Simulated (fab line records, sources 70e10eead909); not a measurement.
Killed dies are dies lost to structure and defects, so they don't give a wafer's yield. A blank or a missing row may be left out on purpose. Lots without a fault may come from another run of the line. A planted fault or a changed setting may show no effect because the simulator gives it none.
Chamber matching | flow nand_harc | NHARC_P_M1_DESCUM_14 on rie_diel-05: 4 sister chambers
The step chemistry O2, time 3 s. 24 wafers are shown with their chamber, then 12 later ones without.

WAFERS WITH THEIR CHAMBER
wafer  | chamber | drypump_motor_current_A (A) | rf_vpp_V (V) | throttle_valve_pct (%)
L074.2 | 2       | 5.7                         | 57.4         | 11.308
L074.4 | 3       | 5.2                         | 58.2         | 11.305
L074.5 | 3       | 5.2                         | 58.6         | 11.304
L075.3 | 0       | 6.5                         | 57.1         | 11.317
L075.4 | 3       | 5.3                         | 57.6         | 11.321
L075.6 | 1       | 6.1                         | 57.5         | 11.302
L076.2 | 2       | 5.7                         | 56.8         | 11.288
L076.4 | 1       | 6.1                         | 57.8         | 11.319
L076.5 | 0       | 6.4                         | 58.4         | 11.316
L077.1 | 1       | 6.1                         | 56.7         | 11.323
L077.2 | 2       | 5.7                         | 57.1         | 11.304
L077.4 | 0       | 6.5                         | 58.4         | 11.317
L079.1 | 1       | 6.1                         | 57.4         | 11.317
L079.5 | 2       | 5.7                         | 58.2         | 11.305
L079.6 | 3       | 5.3                         | 58.5         | 11.323
L080.3 | 3       | 5.2                         | 58.2         | 11.305
L080.4 | 0       | 6.5                         | 59.0         | 11.322
L080.5 | 2       | 5.7                         | 56.0         | 11.309
L082.3 | 0       | 6.5                         | 58.4         | 11.312
L082.4 | 1       | 6.1                         | 56.6         | 11.313
L082.6 | 1       | 6.1                         | 58.2         | 11.316
L084.1 | 0       | 6.5                         | 59.8         | 11.324
L084.3 | 1       | 6.1                         | 57.3         | 11.318
L084.6 | 2       | 5.7                         | 56.1         | 11.303

SIGNATURES (means of the wafers above)
reading                 | chamber 0 | chamber 1 | chamber 2 | chamber 3 | scatter within a chamber
drypump_motor_current_A | 6.483     | 6.100     | 5.700     | 5.240     | 0.0319
rf_vpp_V                | 58.517    | 57.357    | 56.933    | 58.220    | 0.704
throttle_valve_pct      | 11.31800  | 11.31543  | 11.30283  | 11.31160  | 0.00712
Rule: a wafer's distance from a chamber is the root of the sum, over the readings, of the square of ((its reading less the chamber's mean) divided by the reading's scatter). The wafer belongs to the nearest chamber; if the next one is less than 2 further off, it can't be placed. The scatter: the root of (the sum of the squares of (reading less its chamber's mean) over the shown wafers, divided by (wafers less chambers)).

WAFERS WITHOUT THEIR CHAMBER
wafer  | drypump_motor_current_A (A) | rf_vpp_V (V) | throttle_valve_pct (%)
L086.2 | 6.4                         | 58.7         | 11.309
L086.4 | 6.1                         | 58.4         | 11.310
L086.6 | 5.7                         | 56.4         | 11.313
L090.1 | 6.1                         | 58.7         | 11.294
L090.2 | 5.2                         | 57.3         | 11.308
L090.6 | 5.3                         | 58.0         | 11.307
L096.2 | 6.5                         | 57.9         | 11.316
L096.4 | 5.7                         | 55.3         | 11.338
L096.6 | 6.5                         | 58.7         | 11.315
L097.1 | 6.5                         | 57.7         | 11.301
L097.2 | 6.1                         | 58.5         | 11.321
L097.4 | 5.7                         | 57.2         | 11.305

WHICH CHAMBER EACH WENT THROUGH
wafer  | from the rows above | in truth
L086.2 | 0                   | 0
L086.4 | 1                   | 1
L086.6 | 2                   | 2
L090.1 | 1                   | 1
L090.2 | 3                   | 3
L090.6 | 3                   | 3
L096.2 | 0                   | 0
L096.4 | 2                   | 2
L096.6 | 0                   | 0
L097.1 | 0                   | 0
L097.2 | 1                   | 1
L097.4 | 2                   | 2
Placed correctly: 12 of 12. Can't be placed from these rows: 0. Placed wrongly: 0.
